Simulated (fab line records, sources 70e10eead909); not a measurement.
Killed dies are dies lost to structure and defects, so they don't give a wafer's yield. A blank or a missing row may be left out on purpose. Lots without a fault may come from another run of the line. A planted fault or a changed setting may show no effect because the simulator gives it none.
fab line records | flow nand_harc
record lots=5 wafers=15 last_day=34
route steps=1302 shown A_CONTACT@1031 END@1302
lots that met no fault: from a run of the same line without faults
start_h: hours from the record's first day to the start of the lot's first wafer shown | wait_h: hours since the lot's step before | " the same as in the row above | L1.1+2: a row that stands for several wafers | - no value, or no start given | * or withheld: withheld | < > ~ a bound
route shown NAME@n: a module of which the file shows steps, and the number in the route of the first | usual: mean/standard deviation of fault-free wafers | same: alike in all rows | chamber/n: place in a boat | sites: the reading at each site | _std_site: their standard deviation | _edge_site: outer sites' mean less inner sites' | radius_mm: how far each site lies from the wafer's centre | mask NAME#n: copy n | behind: the tool/chamber that last shaped the wafer | hold: why the lot was held/for how many hours/how that ended | device: the transistor (n, p or np) that didn't switch | end of line: the same wafers' tests at the end of the route | a step without rows: its recipe alone | killed: dies lost to structure and defects at the first sort, not the wafer's yield | map: a wafer's dies, x killed, . not, _ none there
set.NAME: the setting as run; set.NAME@STEP: as run at that earlier step | model.NAME: the simulator's own value behind a step, which no gauge read
lots at some steps of the route; a table a step, a row a wafer
services: from which hour (start_h, from the record's first day; less than 0 if before it) a tool's chamber was out of use, for how many hours, and why
## steps
# step NHARC_A_CONTACT_COAT_61
# recipe temp_c=260 time_s=75
# step NHARC_A_CONTACT_COAT_62
# recipe temp_c=225 time_s=65
# step NHARC_A_CONTACT_COAT_63
# recipe spin_rpm=1500 resist_thk_nm=90
# step NHARC_A_CONTACT_SOFTBAKE_64
# recipe temp_c=105 time_s=55
# step NHARC_A_CONTACT_EBR_65
# step NHARC_A_CONTACT_EXPOSE_66
# recipe na=1.35 sigma_outer=0.8 dose_mj=59.02 mask_id=A_CC_2
# step NHARC_A_CONTACT_PEB_67
# recipe peb_temp_c=100 peb_time_s=65
# step NHARC_A_CONTACT_DEVELOP_68
# recipe develop_time_s=35 dev_temp_c=23
# step NHARC_A_CONTACT_CD_MEAS_69
# recipe target_cd_nm=300 landing_energy_ev=500
# usual cd_nm=299.8/0.63
# columns lot.wafer tool chamber start_h wait_h cd_nm
L640.1 cd_sem-03 0 510.55 - 300.0
L640.4 " 0 " " 299.4
L640.5 " 0 " " 299.8
L645.3 cd_sem-02 0 561.53 - 298.8
L645.4 " 0 " " 298.9
L645.5 " 0 " " 298.2
L655.3 cd_sem-02 0 662.22 - 298.8
L655.4 " 0 " " 300.0
L655.5 " 0 " " 299.2
L657.3 cd_sem-01 0 688.73 - 299.6
L657.5 " 0 " " 299.8
L657.6 " 0 " " 299.9
L662.1 cd_sem-02 0 743.28 - 299.9
L662.3 " 0 " " 300.7
L662.5 " 0 " " 299.9
# step NHARC_A_CONTACT_OVL_MEAS_70
# usual overlay_x_nm=0.0/0.86 overlay_y_nm=0.0/0.85
# columns lot.wafer tool chamber start_h wait_h overlay_x_nm overlay_y_nm
L640.1 overlay-01 - 510.64 - 0.9 -0.9
L640.4 " - " " -0.1 -1.1
L640.5 " - " " 0.8 -0.9
L645.3 overlay-01 - 561.61 - -0.6 0.0
L645.4 " - " " 0.0 -0.2
L645.5 " - " " 0.3 -0.4
L655.3 overlay-02 - 662.31 - -0.4 -0.1
L655.4 " - " " -0.7 0.2
L655.5 " - " " -0.5 0.3
L657.3 overlay-02 - 688.81 - 0.3 0.4
L657.5 " - " " 0.0 0.1
L657.6 " - " " -0.4 0.1
L662.1 overlay-02 - 743.37 - 0.3 -0.4
L662.3 " - " " 0.2 -0.4
L662.5 " - " " 0.5 0.0
# step NHARC_A_CONTACT_INSPECT_71
# usual raw_defect_count=89/31
# columns lot.wafer tool chamber start_h wait_h raw_defect_count
L640.1 defect_inspect-02 - 510.68 0.0 100
L640.4 " - " " 89
L640.5 " - " " 85
L645.3 defect_inspect-02 - 561.65 0.0 76
L645.4 " - " " 90
L645.5 " - " " 73
L655.3 defect_inspect-01 - 662.34 0.0 78
L655.4 " - " " 73
L655.5 " - " " 67
L657.3 defect_inspect-01 - 688.85 0.0 104
L657.5 " - " " 115
L657.6 " - " " 108
L662.1 defect_inspect-01 - 743.41 0.0 79
L662.3 " - " " 98
L662.5 " - " " 96
# step NHARC_A_CONTACT_DESCUM_74
# recipe time_s=3 o2_flow_sccm=200 ar_flow_sccm=0 bias_power_w=0 chemistry=O2
# usual drypump_motor_current_A=5.7/0.4 oes_product_au=0.999/0.012 rf_vpp_V=57.7/0.9 showerhead_plenum_p_Torr=1.90/0.099 throttle_valve_pct=11.310/0.009
# columns lot.wafer tool chamber start_h wait_h drypump_motor_current_A oes_product_au rf_hours_counter_h rf_vpp_V showerhead_plenum_p_Torr throttle_valve_pct
L640.4 rie_diel-02 3 510.75 0.1 6.1 0.996 13 58.5 2.07 11.312
L640.1 " 1 " " 5.3 0.983 16 57.4 1.79 11.306
L640.5 " 3 " " 6.1 0.992 - 57.7 2.07 11.317
L645.4 rie_diel-09 1 561.73 0.1 6.2 0.989 26 57.8 2.01 11.300
L645.3 " 2 " " 6.1 1.009 24 58.4 2.03 11.306
L645.5 " 0 " " 6.0 1.023 - 58.5 1.80 11.317
L655.3 rie_diel-09 2 662.41 0.1 6.1 1.007 60 58.2 2.02 11.316
L655.4 " 3 " " 5.8 0.988 60 58.5 1.90 11.318
L655.5 " 1 " " 6.2 1.018 - 56.9 2.00 11.319
L657.3 rie_diel-02 1 688.93 0.1 5.3 0.991 24 57.5 1.78 11.303
L657.6 " 2 " " 5.8 1.017 - 56.8 1.85 11.300
L657.5 " 3 " " 6.1 0.996 - 58.6 2.06 11.312
L662.3 rie_diel-02 0 743.47 0.1 5.2 0.995 27 58.2 1.88 11.322
L662.1 " 2 " " 5.8 1.020 30 57.1 1.85 11.326
L662.5 " 1 " " 5.3 0.989 - 56.9 1.78 11.312
# step NHARC_A_CONTACT_ETCH_75
# recipe target_depth_a=390 over_etch_frac=0.3 time_s=65 ion_energy_ev=80 cf4_flow_sccm=150 ar_flow_sccm=0 rf_w=300 bias_w=100 chemistry=CF4
# usual bias_w=100.00/0.28 drypump_motor_current_A=5.7/0.41 oes_product_au=0.999/0.013 rf_vpp_V=151.1/1.3 showerhead_plenum_p_Torr=1.76/0.087 throttle_valve_pct=13.283/0.0096
# columns lot.wafer tool chamber start_h wait_h bias_w drypump_motor_current_A oes_product_au rf_hours_counter_h rf_vpp_V showerhead_plenum_p_Torr throttle_valve_pct
L640.4 rie_diel-02 0 510.83 0.1 100.24 5.2 1.007 16 151.6 1.75 13.296
L640.1 " 2 " " 99.92 5.8 1.025 16 152.6 1.72 13.283
L640.5 " 0 " " 100.41 5.2 1.005 - 151.2 1.75 13.267
L645.3 rie_diel-09 0 561.79 0.1 99.76 6.0 1.003 24 150.8 1.67 13.263
L645.4 " 1 " " 100.65 6.2 0.980 26 153.1 1.85 13.282
L645.5 " 0 " " 99.98 6.0 1.002 - 149.8 1.67 13.268
L655.3 rie_diel-09 1 662.49 0.1 99.86 6.2 1.003 60 152.3 1.84 13.279
L655.4 " 3 " " 100.75 5.8 0.988 60 151.1 1.76 13.298
L655.5 " 1 " " 99.84 6.2 0.999 - 152.8 1.84 13.287
L657.3 rie_diel-02 1 688.99 0.1 100.17 5.3 0.985 24 149.9 1.65 13.290
L657.6 " 1 " " 100.11 5.3 0.992 - 150.5 1.65 13.295
L657.5 " 2 " " 100.17 5.8 1.019 - 150.4 1.71 13.289
L662.3 rie_diel-02 2 743.56 0.1 99.71 5.8 1.014 30 152.2 1.71 13.290
L662.1 " 3 " " 100.19 6.1 1.005 26 152.2 1.89 13.292
L662.5 " 3 " " 99.89 6.1 1.012 - 153.7 1.89 13.290
# step NHARC_A_CONTACT_ETCH_76
# recipe target_depth_a=2600 over_etch_frac=0.3 time_s=475.3 ion_energy_ev=200 n2_flow_sccm=150 h2_flow_sccm=150 ar_flow_sccm=0 rf_w=400 bias_w=150 chemistry=N2/H2
# step NHARC_A_CONTACT_ETCH_77
# recipe target_depth_a=1089 time_s=54.5 cf4_flow_sccm=100 chf3_flow_sccm=30 ar_flow_sccm=0 rf_w=500 bias_w=200 chemistry=CF4/CHF3
# step NHARC_A_CONTACT_ETCH_78
# recipe target_depth_a=53000 over_etch_frac=0.3 time_s=1378 ion_energy_ev=150 o2_flow_sccm=400 cos_flow_sccm=20 ar_flow_sccm=0 rf_w=500 bias_w=300 chemistry=O2/COS
# step NHARC_A_CONTACT_ETCH_124
# recipe source_w=withheld pressure_mtorr=20 bias_v=withheld time_s=140 target_depth_a=7000 ar_flow_sccm=withheld c4f8_flow_sccm=withheld o2_flow_sccm=withheld chemistry=C4F8/O2/Ar
# step NHARC_A_CONTACT_ETCH_125
# recipe source_w=withheld pressure_mtorr=20 bias_v=3000 time_s=197 target_depth_a=19180 ar_flow_sccm=withheld c4f8_flow_sccm=withheld o2_flow_sccm=withheld chemistry=C4F8/O2/Ar
# step NHARC_A_CONTACT_ETCH_126
# recipe source_w=withheld pressure_mtorr=20 bias_v=3000 time_s=197 target_depth_a=19180 ar_flow_sccm=withheld c4f8_flow_sccm=withheld o2_flow_sccm=withheld chemistry=C4F8/O2/Ar
# step NHARC_A_CONTACT_ETCH_127
# recipe source_w=withheld pressure_mtorr=20 bias_v=3000 time_s=197 target_depth_a=19180 ar_flow_sccm=withheld c4f8_flow_sccm=withheld o2_flow_sccm=withheld chemistry=C4F8/O2/Ar
# step NHARC_A_CONTACT_ETCH_128
# recipe source_w=withheld pressure_mtorr=20 bias_v=3000 time_s=197 target_depth_a=19180 ar_flow_sccm=withheld c4f8_flow_sccm=withheld o2_flow_sccm=withheld chemistry=C4F8/O2/Ar
# step NHARC_A_CONTACT_ETCH_129
# recipe source_w=withheld pressure_mtorr=20 bias_v=3000 time_s=197 target_depth_a=19180 ar_flow_sccm=withheld c4f8_flow_sccm=withheld o2_flow_sccm=withheld chemistry=C4F8/O2/Ar
# step NHARC_A_CONTACT_ETCH_130
# recipe source_w=withheld pressure_mtorr=20 bias_v=3000 time_s=197 target_depth_a=19180 ar_flow_sccm=withheld c4f8_flow_sccm=withheld o2_flow_sccm=withheld chemistry=C4F8/O2/Ar
# columns lot.wafer tool chamber start_h wait_h rf_hours_counter_h
L640.1 har_cap_etch-03 1 513.39 0.1 51
L640.4 " 0 " " -
L640.5 " 1 " " -
L645.3 har_cap_etch-02 0 564.40 0.1 -
L645.4 " 1 " " -
L645.5 " 0 " " -
L655.3 har_cap_etch-03 0 665.09 0.1 -
L655.4 " 1 " " -
L655.5 " 1 " " -
L657.3 har_cap_etch-02 0 691.64 0.1 -
L657.5 " 1 " " -
L657.6 " 0 " " -
L662.1 har_cap_etch-01 1 746.10 0.1 43
L662.3 " 1 " " -
L662.5 " 1 " " -
# step NHARC_A_CONTACT_ETCH_131
# recipe source_w=withheld pressure_mtorr=20 bias_v=3000 time_s=197 target_depth_a=19180 ar_flow_sccm=withheld c4f8_flow_sccm=withheld o2_flow_sccm=withheld chemistry=C4F8/O2/Ar
# step NHARC_A_CONTACT_ETCH_132
# recipe source_w=withheld pressure_mtorr=20 bias_v=3000 time_s=197 target_depth_a=19240 ar_flow_sccm=withheld c4f8_flow_sccm=withheld o2_flow_sccm=withheld chemistry=C4F8/O2/Ar
# step NHARC_A_CONTACT_ETCH_133
# recipe source_w=withheld pressure_mtorr=20 bias_v=400 time_s=374 target_depth_a=16100 ar_flow_sccm=withheld c4f8_flow_sccm=11.5 o2_flow_sccm=7.2 chemistry=C4F8/O2/Ar
# step NHARC_A_CONTACT_ETCH_91
# recipe target_depth_a=400 over_etch_frac=0.5 time_s=85.7 ion_energy_ev=120 ch3f_flow_sccm=50 o2_flow_sccm=30 ar_flow_sccm=200 rf_w=500 bias_w=100 chemistry=CH3F/O2
# usual bias_w=100.00/0.29 drypump_motor_current_A=5.6/0.44 oes_product_au=0.935/0.028 rf_vpp_V=243.9/1.7 showerhead_plenum_p_Torr=2.43/0.12 throttle_valve_pct=20.664/0.0086
# columns lot.wafer tool chamber start_h wait_h bias_w drypump_motor_current_A oes_product_au rf_hours_counter_h rf_vpp_V showerhead_plenum_p_Torr throttle_valve_pct
L640.1 rie_diel-02 2 514.70 0.7 100.26 5.8 0.927 17 243.2 2.39 20.653
L640.4 " 3 " " 99.59 6.1 0.916 14 247.8 2.65 20.667
L640.5 " 2 " " 100.44 5.8 0.933 - 244.2 2.39 20.662
L645.4 rie_diel-05 3 565.65 0.5 100.36 5.3 0.926 48 243.7 2.34 20.678
L645.3 " 0 " " 100.07 5.4 0.932 53 244.1 2.48 20.649
L645.5 " 3 " " 100.16 5.3 0.923 - 243.5 2.34 20.658
L655.4 rie_diel-05 0 666.37 0.5 99.74 5.4 0.934 11 245.2 2.47 20.658
L655.3 " 1 " " 100.07 5.3 0.931 23 243.3 2.32 20.648
L655.5 " 3 " " 99.64 5.2 0.937 - 243.4 2.33 20.656
L657.3 rie_diel-02 3 692.89 0.5 99.61 6.1 0.954 21 246.7 2.64 20.683
L657.6 " 1 " " 99.47 5.3 0.950 - 243.2 2.29 20.665
L657.5 " 2 " " 99.97 5.8 0.968 - 242.7 2.38 20.668
L662.3 rie_diel-02 2 747.43 0.6 100.47 5.8 0.939 31 243.9 2.38 20.667
L662.1 " 0 " " 100.12 5.2 0.933 27 243.7 2.42 20.659
L662.5 " 1 " " 100.05 5.3 0.924 - 243.4 2.29 20.659
# step NHARC_A_CONTACT_ETCH_97
# recipe target_depth_a=200 over_etch_frac=0.5 time_s=10 ion_energy_ev=250 c4f6_flow_sccm=25 o2_flow_sccm=20 ar_flow_sccm=500 rf_w=600 bias_w=500 chemistry=C4F6/O2
# step NHARC_A_CONTACT_CD_MEAS_80
# usual cd_nm=289.5/0.99
# columns lot.wafer tool chamber start_h wait_h cd_nm
L640.1 cd_sem-02 - 514.91 - 289.6
L640.4 " - " " 289.9
L640.5 " - " " 289.5
L645.3 cd_sem-03 - 565.88 - 290.6
L645.4 " - " " 289.3
L645.5 " - " " 289.1
L655.3 cd_sem-01 - 666.58 - 290.9
L655.4 " - " " 290.5
L655.5 " - " " 289.3
L657.3 cd_sem-03 - 693.09 - 288.7
L657.5 " - " " 289.0
L657.6 " - " " 289.3
L662.1 cd_sem-02 - 747.63 - 289.1
L662.3 " - " " 290.6
L662.5 " - " " 290.0
# step NHARC_A_CONTACT_STRIP_103
# recipe n2_flow_sccm=150 h2_flow_sccm=150 ar_flow_sccm=0 bias_w=0 chemistry=N2/H2
# step NHARC_A_CONTACT_STRIP_104
# recipe cf4_flow_sccm=100 chf3_flow_sccm=30 ar_flow_sccm=0 bias_w=0 chemistry=CF4/CHF3
# step NHARC_A_CONTACT_STRIP_105
# recipe o2_flow_sccm=400 cos_flow_sccm=20 ar_flow_sccm=0 bias_w=0 chemistry=O2/COS
# step NHARC_A_CONTACT_ETCH_106
# recipe target_depth_a=900 overetch_a=90 time_s=49.5 ion_energy_ev=100 cf4_flow_sccm=80 o2_flow_sccm=20 ar_flow_sccm=0 rf_w=300 bias_w=100 chemistry=CF4/O2
# step NHARC_A_CONTACT_STRIP_82
# recipe o2_flow_sccm=500 ar_flow_sccm=0 bias_w=0 chemistry=O2
# step NHARC_A_CONTACT_STRIP_83
# recipe time_s=600 temp_c=30 chemistry=post_etch_residue_remover
# step NHARC_A_CONTACT_DEP_84
# recipe target_thk_a=28000 temp_c=400 material=aC
# usual throttle_valve_pct=35.000/0.0086
# columns lot.wafer tool chamber start_h wait_h throttle_valve_pct
L640.1 acl_dep-03 0 516.35 - 35.005
L640.4 " 0 " " 34.997
L640.5 " 0 " " 35.001
L645.3 acl_dep-02 0 569.54 - 34.987
L645.4 " 0 " " 35.008
L645.5 " 0 " " 35.005
L655.3 acl_dep-02 0 671.59 - 34.993
L655.4 " 0 " " 34.994
L655.5 " 0 " " 35.009
L657.3 acl_dep-01 0 694.61 - 34.995
L657.5 " 0 " " 35.008
L657.6 " 0 " " 34.990
L662.1 acl_dep-01 0 750.17 - 34.996
L662.3 " 0 " " 34.996
L662.5 " 0 " " 34.992
# step NHARC_A_CONTACT_DEP_85
# recipe target_thk_a=600 target_thk_nm=60 temp_c=400 pressure_torr=3.5 flow_sccm=200 rf_w=350 material=SiON
# usual heater_power_w=807/97
# columns lot.wafer tool chamber start_h wait_h heater_power_w
L640.1 pecvd-01 1 518.14 1.5 681
L640.4 " 2 " " 805
L640.5 " 2 " " 822
L645.3 pecvd-01 1 570.69 0.9 755
L645.4 " 2 " " 876
L645.5 " 0 " " 928
L655.3 pecvd-01 0 672.89 1.0 816
L655.5 " 1 " " 692
L655.4 " 0 " " 787
L657.3 pecvd-01 0 695.81 0.9 909
L657.5 " 0 " " 919
L657.6 " 1 " " 678
L662.1 pecvd-01 2 751.92 1.5 869
L662.3 " 1 " " 665
L662.5 " 1 " " 674
# step NHARC_A_CONTACT_DEHYDRATE_00
# recipe temp_c=150 time_s=120
# step NHARC_A_CONTACT_HMDS_01
# recipe time_s=30
# step NHARC_A_CONTACT_COAT_86
# recipe temp_c=260 time_s=75
# step NHARC_A_CONTACT_COAT_87
# recipe temp_c=225 time_s=65
# step NHARC_A_CONTACT_COAT_02
# recipe spin_rpm=1500 resist_thk_nm=90
# step NHARC_END_SORT_01
# recipe temp_c=25
# usual killed_at_array=59/16 killed_at_other=0.7/1.1 killed_at_periphery=4/3 killed_dies=64/16 killed_open=3.4/1.8 killed_short=2.6/1.7
# same gross_dies=677
# columns lot.wafer tool chamber start_h wait_h killed_at_array killed_at_other killed_at_periphery killed_dies killed_open killed_short
L645.3 prober-02 0 625.31 3.1 48 1 1 50 1 2
L645.4 prober-02 0 626.11 3.4 66 3 8 77 3 3
L645.5 prober-02 0 626.91 3.7 57 3 4 64 4 1
L657.3 prober-01 0 747.99 3.1 137 1 4 142 1 5
L657.6 prober-01 0 750.39 4.0 127 1 4 132 4 4
# killed by level:class
L645.3 A_CHANNEL_HOLE_D1:chamber_film_flake=28 A_CHANNEL_HOLE_D2:chamber_film_flake=7 A_STAIRCASE:chamber_film_flake=5 A_SGD_CUT:chamber_film_flake=4 A_CONTACT:chamber_film_flake=2 P_M0:geometric_particle:open=1 A_CHANNEL_HOLE_D1:geometric_particle:short=1 A_CHANNEL_FILL_D1:geometric_particle:short=1
L645.4 A_CHANNEL_HOLE_D1:chamber_film_flake=29 A_CHANNEL_HOLE_D2:chamber_film_flake=10 A_CONTACT:chamber_film_flake=9 A_SGD_CUT:chamber_film_flake=6 A_STAIRCASE:chamber_film_flake=4 P_ZERO_WELL:chamber_film_flake=3 A_DECK1_JOINT:chamber_film_flake=3 P_GATE:chamber_film_flake=2
L645.5 A_CHANNEL_HOLE_D1:chamber_film_flake=31 A_CHANNEL_HOLE_D2:chamber_film_flake=7 A_STAIRCASE:chamber_film_flake=3 A_SGD_CUT:chamber_film_flake=3 A_CONTACT:chamber_film_flake=3 P_ZERO_WELL:chamber_film_flake=2 P_BONDPAD:chamber_film_flake=2 A_SLIT:chamber_film_flake=2
L657.3 A_CONTACT:unspecified=73 A_CHANNEL_HOLE_D1:chamber_film_flake=29 A_SLIT:chamber_film_flake=18 A_CONTACT:chamber_film_flake=9 P_CONTACT:chamber_film_flake=3 A_STAIRCASE:chamber_film_flake=3 A_M0:geometric_particle:short=2 P_GATE:geometric_particle:short=1
L657.6 A_CONTACT:unspecified=66 A_CHANNEL_HOLE_D1:chamber_film_flake=26 A_SLIT:chamber_film_flake=17 A_CONTACT:chamber_film_flake=6 A_WL_FILL:geometric_particle:short=4 P_CONTACT:chamber_film_flake=3 A_ZERO_WELL:chamber_film_flake=3 P_CONTACT:geometric_particle:open=1
# map L657.3 (x killed, . not)
____________.____________
_________xxx...._________
_______xxxxxxx.x.._______
______.xxxxx.x.xxx.______
_____...xx....xxxxxx_____
____...x.x.x.xxxxxx..____
____...x..x..xxxxx.x.____
___.........xxxxxxx...___
___.........xxxxxxxx..___
__..........xxxxxxxx...__
__..........xxxxxxx....__
_...........xxxxxxx....._
_...x.......xxxxxxx....._
_.....x.......x.x......._
_...............x....x.._
_..............x.x......_
................xx.......
...x.............xxxx....
...............x..xx.x...
...................xx....
.................xxxxx...
_...............x.xxxx.._
_................xxxx..._
_..............x..x.x.x._
_........x.......x....x._
_..............x..x..x.._
__............x....xx..__
__.....................__
___..............x....___
___............x.x....___
____.................____
____.................____
_____..............._____
______.............______
_______......x...._______
_________......._________
____________x____________
# map L640.5 (x killed, . not)
____________x____________
_________.x...x._________
_______......xx..._______
______....x.xxx....______
_____..x.x..xxx..x.._____
____.....xxx.xxx.....____
____.......xx.xxx....____
___.......x.xxx.......___
___.........x......x..___
__...........x.xx......__
__.....................__
_......................._
_.......xx.............._
_.......xxx.x....x......_
_......xxxx.x..........._
_........x.x............_
.......xxx...............
.......xxxx..............
...x...xxxx..............
.......xxx.......x.......
.........................
_......................._
_......................._
_.....................x._
_......x......x........._
_......................._
__.....................__
__.....................__
___...................___
___...................___
____.................____
____.................____
_____..............._____
______.............______
_______..........._______
_________.....x._________
____________.____________
## services
# columns tool chamber start_h hours kind
pecvd-01 - 492.06 13.0 pm
rie_diel-09 - 497.12 9.0 pm
rie_diel-02 3 501.59 3.2 repair
pecvd-01 0 516.80 8.8 repair
rie_diel-02 0 517.66 3.6 repair
rie_diel-05 1 526.54 6.4 repair
rie_diel-05 - 541.85 0.6 repair
rie_diel-09 3 542.58 2.1 repair
rie_diel-05 - 544.38 0.7 repair
acl_dep-01 - 550.12 13.0 pm
rie_diel-02 - 571.37 9.0 pm
rie_diel-05 - 583.60 9.0 pm
rie_diel-05 0 598.63 27.0 repair
acl_dep-02 - 611.57 13.0 pm
rie_diel-05 2 644.10 1.8 repair
rie_diel-02 0 649.90 1.2 repair
pecvd-01 - 673.27 13.0 pm
rie_diel-09 - 674.58 9.0 pm
rie_diel-09 1 695.15 10.3 repair
rie_diel-09 1 709.40 5.7 repair
rie_diel-05 3 719.40 16.5 repair
acl_dep-01 - 731.12 13.0 pm
acl_dep-02 - 741.08 6.1 repair
rie_diel-02 - 748.39 9.0 pm
## key
first_sign step=NHARC_END_SORT_01 reading=killed_dies direction=up sigmas=4.4 usual=64 struck=137
effect step=NHARC_END_SORT_01 reading=killed_at_array direction=up sigmas=4.4 usual=59 struck=132
more_kills_born_at NHARC_A_CONTACT_ETCH_75@rie_diel-02=139
met_at NHARC_A_CONTACT_ETCH_75
struck_wafers L657.3,L657.6
tester_left_out L657
fault kind=chamber_particle_source tool=rie_diel-02 chamber=1 onset_h=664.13 steps=NHARC_A_CONTACT_ETCH_75 rate_per_visit_cm2=0.48279 end_h=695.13
# tester_left_out: of these lots the tester's yield and bins aren't shown, on N5 and GAA mostly nor the transistor test; their killed dies are dies lost to structure and defects alone, not to doping, threshold or leakage, so they don't give the yield
